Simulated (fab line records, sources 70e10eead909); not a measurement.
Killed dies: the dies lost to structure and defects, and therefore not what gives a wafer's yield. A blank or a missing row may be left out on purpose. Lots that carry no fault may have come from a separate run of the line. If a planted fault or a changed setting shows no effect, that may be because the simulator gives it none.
A lot that was struck, set against a sound lot    flow nand-harc    15 steps out of a route of 1302
Sound: wafers L419.3, L419.5, L419.6. Struck: wafer L425.6; the same lot's L425.3 was not struck, so it is left out; see the end for the cause.
For every step that has rows: the tool of each side, followed by ch and its chambers, followed by its first start. Under that, the readings that differ: sound wafers    struck wafers    difference of the means    sigmas: that difference in standard deviations of wafers without a fault.
alike: readings with means less than 2 such deviations apart, plus words and numbers identical on both sides. not compared: withheld readings, readings lacking a value on some wafer, bounds such as >300 that could conceal the same value, and numbers that have no deviation in the record and whose values overlap.
The two part at a step that has a row with sigmas, a row that says differs or no value, or rows on one side only. Numbers that have no deviation but don't overlap get no sigmas and don't part them. A reading missing from all wafers of one side parts the sides only when that side holds two or more wafers.

first, 3 steps without rows for these wafers: NHARC_THIN_TSV_EXPOSE_09 (exposes mask TSV); NHARC_THIN_TSV_PEB_10 (peb time 85 s); NHARC_THIN_TSV_DEVELOP_11 (time 70 s).
NHARC_THIN_TSV_CD_MEAS_12 targets a cd of 1000 nm.
  sound on cd-sem-02 ch 0, day 26 21:28; struck on cd-sem-01 ch 0, day 30 04:25
  alike: cd-nm
then, 1 step without rows for these wafers: NHARC_THIN_TSV_HARDBAKE_13 (time 80 s).
NHARC_THIN_TSV_DESCUM_14: chemistry O2, time 3 s.
  sound on rie-diel-09 ch 0,1, day 26 21:37; struck on rie-diel-09 ch 2, day 30 04:35
reading                sound              struck  difference  sigmas
oes-product-au (a.u.)  0.985 0.980 0.995  1.015   +0.028      +3
  alike: drypump-motor-current-A, o2-flow-sccm, rf-vpp-V, showerhead-plenum-p-Torr, throttle-valve-pct
  not compared: rf-hours-counter-h
NHARC_THIN_TSV_ETCH_44: etches the open film in CF4/O2, target depth 1594.2 nm, time 797.1 s.
  sound on rie-diel-09 ch 2,3, day 26 21:43; struck on rie-diel-09 ch 3, day 30 04:43
reading                sound              struck  difference  sigmas
oes-product-au (a.u.)  1.014 0.994 1.007  0.980   -0.025      -2
  alike: drypump-motor-current-A, o2-flow-sccm, rf-vpp-V, showerhead-plenum-p-Torr, throttle-valve-pct
  not compared: rf-hours-counter-h
then, 1 step without rows for these wafers: NHARC_THIN_TSV_ETCH_15 (target depth 3000 nm, bosch target overetch cycles 2, bosch etch step 2.8 s).
NHARC_THIN_TSV_CD_MEAS_16:
  sound: cd-sem-01 at day 26 22:26; struck: cd-sem-02 at day 30 05:23
  alike: cd-nm
NHARC_THIN_TSV_STRIP_45: strips in O2.
  sound on plasma-asher-02 ch 0,1, day 26 22:38; struck on plasma-asher-02 ch 0, day 30 10:42
  alike: drypump-motor-current-A, heater-power-w
  not compared: rf-hours-counter-h, rf-refl-power-W
then, 1 step without rows for these wafers: NHARC_THIN_TSV_STRIP_46 (strips in post etch residue remover, time 1200 s).
NHARC_THIN_TSV_DEP_47: deposits SiO2, target thk 200 nm.
  sound on pecvd-02 ch 0,1,2, day 26 23:18; struck on pecvd-02 ch 1, day 30 11:29
  alike: showerhead-vpp-V, throttle-valve-pct
NHARC_THIN_TSV_ETCHBACK_48: etches the open film in C4F8/Ar, target depth 1028.5 nm, time 405.17 s.
  sound on rie-diel-09 ch 0,1, day 26 23:41; struck on rie-diel-09 ch 1, day 30 11:55
reading         sound        struck   difference  sigmas
over-etch-frac  0.3 0.3 0.3  0.16149  -0.13851    
  alike: oes-product-au, rf-vpp-V
  not compared: rf-hours-counter-h
NHARC_THIN_TSV_STRIP_62: strips in N2/H2, time 20 s.
  sound on plasma-asher-02 ch 0,1, day 27 00:06; struck on plasma-asher-01 ch 1, day 30 12:12
reading                      sound           struck  difference  sigmas
drypump-motor-current-A (A)  6.00 6.00 5.87  5.69    -0.27       -2
  alike: heater-power-w, rf-refl-power-W
  not compared: rf-hours-counter-h
NHARC_END_SORT_01:
  sound on prober-01 ch 0, day 27 17:01; struck on prober-02 ch 0, day 31 06:10
reading             sound        struck  difference  sigmas
sort_bin_4_pct (%)  6.2 5.3 7.1  2.8     -3.4        -2
  alike: defect-limited-yield, killed-at-array, killed-at-other, killed-at-periphery, killed-dies, killed-open, killed-short, sort_bin_2_pct, sort_bin_3_pct, sort-n-pass, sort-rim-yield-pct, sort-yield-pct

== WHERE THEY PART ==
Last at NHARC_END_SORT_01 as far as this record goes, first at NHARC_THIN_TSV_DESCUM_14.

WHY: the cause the simulator had injected
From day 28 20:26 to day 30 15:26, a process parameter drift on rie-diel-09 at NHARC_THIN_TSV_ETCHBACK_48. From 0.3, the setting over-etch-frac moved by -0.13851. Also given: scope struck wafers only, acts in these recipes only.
